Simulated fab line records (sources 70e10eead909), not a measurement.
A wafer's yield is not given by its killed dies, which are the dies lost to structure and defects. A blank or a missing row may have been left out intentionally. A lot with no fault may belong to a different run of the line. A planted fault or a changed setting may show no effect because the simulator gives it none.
fab line records    flow nandHarc
record: lots: 12  wafers: 36  lastDay: 31
route steps=1302 shown A_ONON_D2@563 A_CHANNEL_HOLE_D2@571 END@1302
lots with no fault: from the same line, run without faults
startH: the number of hours between the record's first day and the start of the first shown wafer of the lot    waitH: how many hours have passed since the lot's step before this one    " identical to the entry in the row above    L1.1+2: a row that stands for several wafers    - no value, or no start was given    * or withheld: withheld    < > ~ a bound
route shown NAME@n: a module of which the file shows steps, and the number in the route of the first    usual: the fault-free wafers' mean and standard deviation    same: alike in all rows    chamber/n: place in a boat    sites: the reading at each site    _std_site: their standard deviation    _edge_site: mean of outer sites minus mean of inner sites    radiusMm: how far each site lies from the wafer's centre    mask NAME#n: copy n    behind: the tool/chamber that last shaped the wafer    hold: cause of the lot's hold/its duration in hours/its outcome    device: the transistor (n, p or np) that didn't switch    end of line: tests run on the same wafers once the route is complete    for a step that has no rows: nothing shown but its recipe    killed: dies lost to structure and defects at the first sort, not the wafer's yield    map: per-die view of a wafer (x killed, . not killed, _ where there is no die)
set.NAME: setting as actually run; set.NAME@STEP: the setting as run at that earlier step    model.NAME: the simulator's own value behind a step, which no gauge read
route steps across a sampled set of lots; one table per step, one row per wafer
services: a tool's chamber out of use, with start hour (startH, from the record's first day; less than 0 if before it), hours out, and reason
== steps ==
step: NHARC_A_ONON_D2_THK_MEAS_27
recipe: thkMeasGauge: ellipsometry
usual: thkNm: 1000/10
lot.wafer  tool          chamber  startH  waitH  thkNm
L665.2     filmMetro-01  -        298.40  -      1004
L665.3     "             -        "       "      1002
L665.6     "             -        "       "      1001
L664.1     filmMetro-01  -        298.41  -      992
L664.3     "             -        "       "      991
L664.4     "             -        "       "      991
L663.2     filmMetro-02  -        298.45  -      1001
L663.3     "             -        "       "      1001
L663.4     "             -        "       "      1000
L666.2     filmMetro-01  -        319.88  -      1000
L666.3     "             -        "       "      1001
L666.6     "             -        "       "      1000
L667.1     filmMetro-01  -        319.88  -      996
L667.4     "             -        "       "      994
L667.5     "             -        "       "      997
L669.3     filmMetro-02  -        339.48  -      1001
L669.4     "             -        "       "      1002
L669.5     "             -        "       "      1003
L668.1     filmMetro-02  -        339.49  -      980
L668.4     "             -        "       "      980
L668.6     "             -        "       "      981
L670.2     filmMetro-02  -        366.14  -      1007
L670.3     "             -        "       "      1009
L670.6     "             -        "       "      1010
L674.3     filmMetro-01  -        389.15  -      1002
L674.5     "             -        "       "      1003
L674.6     "             -        "       "      1004
L675.2     filmMetro-01  -        407.61  -      992
L675.4     "             -        "       "      993
L675.6     "             -        "       "      992
L679.1     filmMetro-01  -        442.16  -      983
L679.2     "             -        "       "      982
L679.3     "             -        "       "      983
L682.1     filmMetro-02  -        467.07  -      989
L682.2     "             -        "       "      988
L682.4     "             -        "       "      989
step: NHARC_A_CHANNEL_HOLE_D2_DEP_01
recipe: targetThkA: 1400  targetThkNm: 140  tempC: 400  pressureTorr: 3.5  flowSccm: 200  rfW: 350  material: SiON
usual: heaterPowerOuterW: 384/48  heaterPowerW: 673/84  rfFwdPowerW: 348.4/1.2  susceptorTempC: 400.02/0.2
lot.wafer  tool      chamber  startH  waitH  heaterPowerOuterW  heaterPowerW  rfFwdPowerW  susceptorTempC
L665.2     pecvd-04  2        301.48  1.3    365                629           350.2        400.30
L665.3     "         1        "       "      405                679           349.5        400.30
L665.6     "         0        "       "      464                836           349.6        399.81
L664.1     pecvd-02  0        301.54  1.6    352                655           347.4        400.27
L664.3     "         1        "       "      300                558           347.3        400.04
L664.4     "         0        "       "      346                649           347.7        399.98
L663.2     pecvd-01  0        301.68  1.3    386                706           347.2        400.00
L663.3     "         1        "       "      433                703           346.8        399.95
L663.4     "         0        "       "      386                712           347.8        399.81
L666.2     pecvd-04  0        326.80  1.5    455                804           348.2        400.09
L666.3     "         1        "       "      422                720           350.5        400.21
L666.6     "         1        "       "      419                709           348.7        400.14
L667.1     pecvd-04  2        328.17  1.6    418                728           351.5        399.59
L667.4     "         2        "       "      319                579           348.8        400.14
L667.5     "         0        "       "      418                732           348.9        400.38
L669.3     pecvd-04  0        342.56  1.0    384                714           348.5        400.24
L669.4     "         0        "       "      380                707           348.3        400.10
L669.5     "         1        "       "      432                703           347.4        399.73
L668.1     pecvd-02  2        342.88  1.6    308                524           348.9        399.59
L668.4     "         2        "       "      308                525           350.7        400.11
L668.6     "         0        "       "      371                674           349.5        400.01
L670.3     pecvd-02  2        369.28  1.0    279                488           350.8        399.87
L670.2     "         0        "       "      390                733           348.5        400.17
L670.6     "         1        "       "      283                557           347.8        400.09
L674.3     pecvd-04  2        395.53  1.0    379                671           348.4        400.39
L674.5     "         0        "       "      477                828           349.5        400.26
L674.6     "         1        "       "      415                669           348.9        400.32
L675.2     pecvd-01  1        411.57  1.3    427                681           347.4        399.69
L675.4     "         0        "       "      437                792           349.2        400.11
L675.6     "         2        "       "      386                657           347.8        400.13
L679.2     pecvd-01  2        447.17  1.3    341                598           403.1        400.02
L679.3     "         0        "       "      396                741           405.0        400.18
L679.1     "         1        "       "      355                582           403.4        400.22
L682.1     pecvd-01  0        470.46  1.6    360                702           405.4        399.90
L682.2     "         1        "       "      347                563           402.4        399.86
L682.4     "         1        "       "      349                566           401.5        400.21
step: NHARC_A_CHANNEL_HOLE_D2_INSPECT_12
usual: rawDefectCount: 29/21
lot.wafer  tool              chamber  startH  waitH  rawDefectCount
L665.2     defectInspect-01  -        302.33  0.0    59
L665.3     "                 -        "       "      56
L665.6     "                 -        "       "      60
L664.1     defectInspect-02  -        302.48  0.0    54
L664.3     "                 -        "       "      56
L664.4     "                 -        "       "      54
L663.2     defectInspect-01  -        302.63  0.0    4
L663.3     "                 -        "       "      3
L663.4     "                 -        "       "      1
L666.2     defectInspect-02  -        327.64  0.0    3
L666.3     "                 -        "       "      4
L666.6     "                 -        "       "      7
L667.1     defectInspect-02  -        328.99  0.0    56
L667.4     "                 -        "       "      44
L667.5     "                 -        "       "      62
L669.3     defectInspect-02  -        343.29  0.0    6
L669.4     "                 -        "       "      13
L669.5     "                 -        "       "      12
L668.1     defectInspect-02  -        343.72  0.0    62
L668.4     "                 -        "       "      55
L668.6     "                 -        "       "      51
L670.2     defectInspect-02  -        370.10  0.0    11
L670.3     "                 -        "       "      9
L670.6     "                 -        "       "      12
L674.3     defectInspect-01  -        396.20  0.0    60
L674.5     "                 -        "       "      61
L674.6     "                 -        "       "      57
L675.2     defectInspect-02  -        412.26  0.0    17
L675.4     "                 -        "       "      13
L675.6     "                 -        "       "      13
L679.1     defectInspect-02  -        448.02  0.0    11
L679.2     "                 -        "       "      13
L679.3     "                 -        "       "      16
L682.1     defectInspect-02  -        471.27  0.0    21
L682.2     "                 -        "       "      18
L682.4     "                 -        "       "      14
step: NHARC_A_CHANNEL_HOLE_D2_ETCH_38
recipe: targetDepthA: 390  overEtchFrac: 0.3  timeS: 65  ionEnergyEv: 80  cf4FlowSccm: 150  arFlowSccm: 0  rfW: 300  biasW: 100  chemistry: CF4
usual: cf4FlowSccm: 150.1/0.43  drypumpMotorCurrentA: 5.6/0.51  oesProductAu: 1.002/0.0078  rfVppV: 151.2/1.1  showerheadPlenumPTorr: 1.76/0.066  throttleValvePct: 13.284/0.0079
same: overEtchFrac: 0.3
lot.wafer  tool        chamber  startH  waitH  cf4FlowSccm  drypumpMotorCurrentA  oesProductAu  rfHoursCounterH  rfVppV  showerheadPlenumPTorr  throttleValvePct
L665.2     rieDiel-10  0        302.48  0.1    150.5        6.2                   1.004         1.9              153.9   1.85                   13.287
L665.3     "           1        "       "      150.2        5.9                   1.004         2.0              151.5   1.75                   13.293
L665.6     "           3        "       "      149.2        4.7                   0.998         -                150.3   1.68                   13.295
L664.3     rieDiel-08  2        302.63  0.1    150.3        5.5                   0.996         5.9              149.7   1.69                   13.283
L664.1     "           3        "       "      149.1        6.1                   0.990         6.5              152.1   1.78                   13.277
L664.4     "           0        "       "      149.4        5.9                   0.990         6.5              153.1   1.87                   13.283
L663.4     rieDiel-08  3        302.89  0.2    150.1        6.1                   0.995         6.6              153.3   1.78                   13.264
L663.3     "           1        "       "      150.7        5.5                   0.996         6.1              150.0   1.71                   13.284
L663.2     "           2        "       "      150.4        5.5                   1.002         6.0              151.3   1.69                   13.299
L666.2     rieDiel-10  2        327.79  0.1    150.5        5.3                   1.017         3.1              151.3   1.68                   13.270
L666.3     "           0        "       "      150.4        6.2                   1.001         3.0              150.7   1.85                   13.271
L666.6     "           3        "       "      150.0        4.7                   1.008         -                149.9   1.68                   13.285
L667.4     rieDiel-06  1        329.14  0.1    149.4        6.0                   0.984         0.3              152.1   1.80                   13.283
L667.1     "           3        "       "      150.0        6.0                   1.002         0.2              151.8   1.83                   13.271
L667.5     "           1        "       "      150.1        6.0                   1.001         -                151.0   1.80                   13.291
L669.4     rieDiel-10  1        343.44  0.1    150.1        5.9                   1.004         4.4              151.8   1.75                   13.277
L669.3     "           3        "       "      150.4        4.7                   1.010         3.7              149.8   1.68                   13.297
L669.5     "           1        "       "      149.8        5.9                   1.003         -                152.4   1.75                   13.274
L668.4     rieDiel-06  3        343.87  0.1    149.6        6.0                   1.007         1.1              152.0   1.83                   13.271
L668.1     "           1        "       "      150.3        6.0                   0.998         1.0              151.1   1.80                   13.290
L668.6     "           2        "       "      150.3        5.8                   1.006         -                151.9   1.81                   13.273
L670.2     rieDiel-10  1        370.25  0.1    151.0        6.0                   1.013         5.9              151.3   1.75                   13.291
L670.3     "           2        "       "      151.1        5.3                   1.007         5.7              150.7   1.68                   13.286
L670.6     "           2        "       "      150.2        5.3                   1.014         -                151.6   1.68                   13.299
L674.3     rieDiel-08  0        396.35  0.1    150.4        5.9                   1.008         0.6              153.3   1.87                   13.283
L674.5     "           3        "       "      150.6        6.1                   1.003         -                152.2   1.78                   13.300
L674.6     "           0        "       "      149.8        5.9                   1.010         -                153.4   1.87                   13.288
L675.4     rieDiel-10  0        412.41  0.1    150.9        6.2                   0.992         6.9              152.1   1.85                   13.273
L675.2     "           1        "       "      149.8        5.9                   0.992         7.7              152.0   1.74                   13.277
L675.6     "           0        "       "      150.5        6.2                   0.992         -                153.1   1.85                   13.265
L679.3     rieDiel-10  3        448.18  0.1    150.3        4.7                   1.005         1.7              151.2   1.68                   13.292
L679.1     "           0        "       "      150.4        6.2                   0.995         1.7              153.0   1.85                   13.278
L679.2     "           1        "       "      150.3        5.9                   1.008         1.7              151.9   1.74                   13.292
L682.1     rieDiel-08  3        471.42  0.1    149.8        6.1                   1.011         4.4              150.9   1.78                   13.282
L682.4     "           0        "       "      150.3        5.9                   1.011         5.0              151.7   1.87                   13.275
L682.2     "           1        "       "      150.4        5.5                   1.003         4.2              149.4   1.71                   13.282
step: NHARC_END_SORT_01
recipe: tempC: 25
usual: killedAtArray: 56/21  killedAtOther: 1.2/1.6  killedAtPeriphery: 3.7/2.5  killedDies: 61/21  killedOpen: 3.1/1.8  killedShort: 2.8/1.7
same: grossDies: 677
lot.wafer  tool       chamber  startH  waitH  killedAtArray  killedAtOther  killedAtPeriphery  killedDies  killedOpen  killedShort
L667.1     prober-01  0        600.85  2.5    82             1              1                  84          5           1
L667.4     prober-01  0        603.23  3.4    57             2              2                  61          2           3
L667.5     prober-01  0        604.03  3.7    66             4              1                  71          1           2
L675.2     prober-01  0        691.25  2.8    50             0              2                  52          2           1
L675.4     prober-01  0        692.86  3.4    44             0              3                  47          2           1
L675.6     prober-01  0        694.47  4.0    35             0              3                  38          2           1
killed by level:class
L667.1 A_CHANNEL_HOLE_D2:chamberFilmFlake=35 A_CHANNEL_HOLE_D1:chamberFilmFlake=34 A_CONTACT:chamberFilmFlake=3 A_STAIRCASE:chamberFilmFlake=2 A_SLIT:chamberFilmFlake=2 P_GATE:geometricParticle:open=1 A_SOURCE_PLATE:geometricParticle:short=1 A_CHANNEL_FILL_D1:geometricParticle:open=1
L667.4 A_CHANNEL_HOLE_D2:chamberFilmFlake=27 A_CHANNEL_HOLE_D1:chamberFilmFlake=19 A_SLIT:chamberFilmFlake=2 THIN_TSV:chamberFilmFlake=2 A_ONON_D1:geometricParticle:short=1 A_CHANNEL_HOLE_D1:geometricParticle:short=1 A_CHANNEL_FILL_D2:geometricParticle:short=1 A_BLC:geometricParticle:open=1
L667.5 A_CHANNEL_HOLE_D1:chamberFilmFlake=28 A_CHANNEL_HOLE_D2:chamberFilmFlake=26 A_CONTACT:chamberFilmFlake=4 THIN_TSV:chamberFilmFlake=4 A_STAIRCASE:chamberFilmFlake=2 A_SLIT:chamberFilmFlake=2 A_DECK1_JOINT:geometricParticle:short=1 A_SGD_CUT:geometricParticle:short=1
L675.2 A_CHANNEL_HOLE_D2:chamberFilmFlake=20 A_CHANNEL_HOLE_D1:chamberFilmFlake=13 A_CHANNEL_FILL_D2:chamberFilmFlake=5 A_BLC:chamberFilmFlake=3 P_BONDPAD:chamberFilmFlake=2 A_SLIT:chamberFilmFlake=2 A_STAIRCASE:chamberFilmFlake=2 A_CONTACT:chamberFilmFlake=2
L675.4 A_CHANNEL_HOLE_D2:chamberFilmFlake=16 A_CHANNEL_HOLE_D1:chamberFilmFlake=7 A_STAIRCASE:chamberFilmFlake=4 A_CONTACT:chamberFilmFlake=4 A_DECK1_JOINT:chamberFilmFlake=3 A_SLIT:chamberFilmFlake=3 A_BLC:chamberFilmFlake=3 P_BONDPAD:chamberFilmFlake=2
L675.6 A_CHANNEL_HOLE_D2:chamberFilmFlake=13 A_CHANNEL_HOLE_D1:chamberFilmFlake=8 A_BLC:chamberFilmFlake=4 P_BONDPAD:chamberFilmFlake=3 A_STAIRCASE:chamberFilmFlake=2 A_SLIT:chamberFilmFlake=2 A_CHANNEL_FILL_D1:geometricParticle:open=1 A_ONON_D2:geometricParticle:open=1
== services ==
tool        chamber  startH  hours  kind
rieDiel-06  1        294.07  1.2    repair
rieDiel-10  0        300.50  -      clean
rieDiel-10  1        300.50  -      clean
rieDiel-10  2        300.50  -      clean
rieDiel-10  3        300.50  -      clean
rieDiel-06  -        307.20  9.0    pm
pecvd-01    -        311.00  13.0   pm
rieDiel-10  0        325.00  -      clean
rieDiel-10  1        325.00  -      clean
pecvd-02    2        331.50  2.7    repair
pecvd-04    -        344.28  4.8    repair
rieDiel-06  1        346.24  2.7    repair
rieDiel-06  -        352.70  0.6    repair
pecvd-01    2        358.90  8.7    repair
rieDiel-08  -        368.47  9.0    pm
rieDiel-10  -        385.97  0.3    repair
pecvd-02    0        404.50  20.8   repair
rieDiel-08  3        406.64  4.4    repair
pecvd-02    -        408.71  13.0   pm
rieDiel-08  1        419.10  2.9    repair
rieDiel-10  -        419.50  9.0    pm
rieDiel-06  1        444.34  9.5    repair
pecvd-04    -        450.21  13.0   pm
pecvd-02    1        454.41  6.2    repair
== key ==
firstSign: step: NHARC_A_CHANNEL_HOLE_D2_DEP_01  reading: rfFwdPowerW  direction: up  sigmas: 47  usual: *  struck: *
effect none on later readings
metAt NHARC_A_CHANNEL_HOLE_D2_DEP_01
struckLots L679,L682
testerLeftOut L679,L682
notActingAt NHARC_A_ONON_D2_THK_MEAS_27,NHARC_A_CHANNEL_HOLE_D2_INSPECT_12,NHARC_A_CHANNEL_HOLE_D2_ETCH_38
onsetBetween 411.57 447.17
fault: kind: processParameterDrift  tool: pecvd-01  chamber: -  onsetH: 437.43  steps: NHARC_A_CHANNEL_HOLE_D2_DEP_01  channel: rfW  offset: *  shape: step  endH: 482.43  actsIn: *  stated: *
testerLeftOut: of these lots the tester's yield and bins aren't shown, on N5 and GAA mostly nor the transistor test; their killed dies are dies lost to structure and defects alone, not to doping, threshold or leakage, so they don't give the yield
